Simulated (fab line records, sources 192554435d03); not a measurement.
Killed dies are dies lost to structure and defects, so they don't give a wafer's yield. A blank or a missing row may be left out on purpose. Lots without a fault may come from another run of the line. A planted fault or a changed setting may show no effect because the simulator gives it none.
Problem report in the 8D (eight disciplines) form, filled by code | flow n5_finfet | the parts of the form that need people (team, actions taken, sign-off) are left out

1. THE PROBLEM
spin_speed_rpm at N5_BEOL_M0_SAQP_COAT_105 reads a mean of 1407.1 rpm on 6 wafers of 2 lots; wafers without a fault read 1500.1 rpm with a standard deviation of 0.96. That is -97 standard deviations from the usual mean.
The step: time 60 s, resist thk 100 nm.
First seen on wafer L924.3, day 10 00:12, on litho_track-02. The record holds 29 wafers of 10 lots with a number at this step. Rule for "out", or "out of limits": more than 4 standard deviations from the usual mean. The other wafers with a number count as sound.

2. WHAT IT IS AND WHAT IT IS NOT
question                    | is                     | is not
which readings at this step | spin_speed_rpm         | dispense_pressure_kPa
which lots                  | L924, L925             | L908, L910, L912, L913, L914, L916, L920, L931
which wafers of those lots  | all that have a number | -
read on which tools         | litho_track-02         | litho_track-04, litho_track-05
when                        | from day 10 00:12      | up to then (20 sound wafers); but 3 sound wafers of L931 came after

3. SUSPECTS, AND WHAT RULES EACH OUT
Counting: a tool at a process step up to the reading stays a suspect if it ran every lot that is out and no sound lot after the first of them.
- rie_diel-05 at N5_BEOL_M0_SAQP_ETCH_84 (etches SOC in N2/H2, target depth 100 nm, overetch 20 nm, time 150 s): ruled out as a lasting fault. Sound lots L931 ran on it after its first lot that is out, L924 (day 9 22:01).
- litho_track-02 at N5_BEOL_M0_SAQP_COAT_105 (time 60 s, resist thk 100 nm): kept. It ran every lot that is out, first L924 (day 10 00:12), and no sound lot after that; its last sound lot up to then is L920 (day 8 19:00). Its own readings are out on those wafers: spin_speed_rpm.
Left after counting: litho_track-02 at N5_BEOL_M0_SAQP_COAT_105.

4. THE CAUSE (what the simulator had put in)
Process parameter drift: litho_track-02, from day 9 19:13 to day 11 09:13, at N5_BEOL_M0_SAQP_COAT_105. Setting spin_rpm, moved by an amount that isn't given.
Counting left only this tool.

5. THE CHAIN OF EFFECTS, in route order
Each row: a reading whose mean over the struck wafers that have a number lies more than 3 standard deviations from the usual. Only readings for which the record gives a usual standard deviation are gone through. hours: the time from each lot's start at the first step in this table that gives one to its start at this step, as a median over the lots. sigmas: the change in usual standard deviations.
hours | step                     | reading        | usual      | on struck wafers | change | sigmas
0     | N5_BEOL_M0_SAQP_COAT_105 | spin_speed_rpm | 1500.1 rpm | 1407.1           | -93.0  | -97
The process steps in it:
- N5_BEOL_M0_SAQP_COAT_105: time 60 s, resist thk 100 nm.
Later measuring or inspecting steps at which every struck wafer that the step has a row for has a number for every such reading, and none has moved that far: N5_BEOL_M4_RC_MEAS_101.

6. WHAT WOULD HAVE CAUGHT IT SOONER
In this record the first reading out of limits was taken at day 10 00:12, 5 hours after the fault began at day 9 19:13.
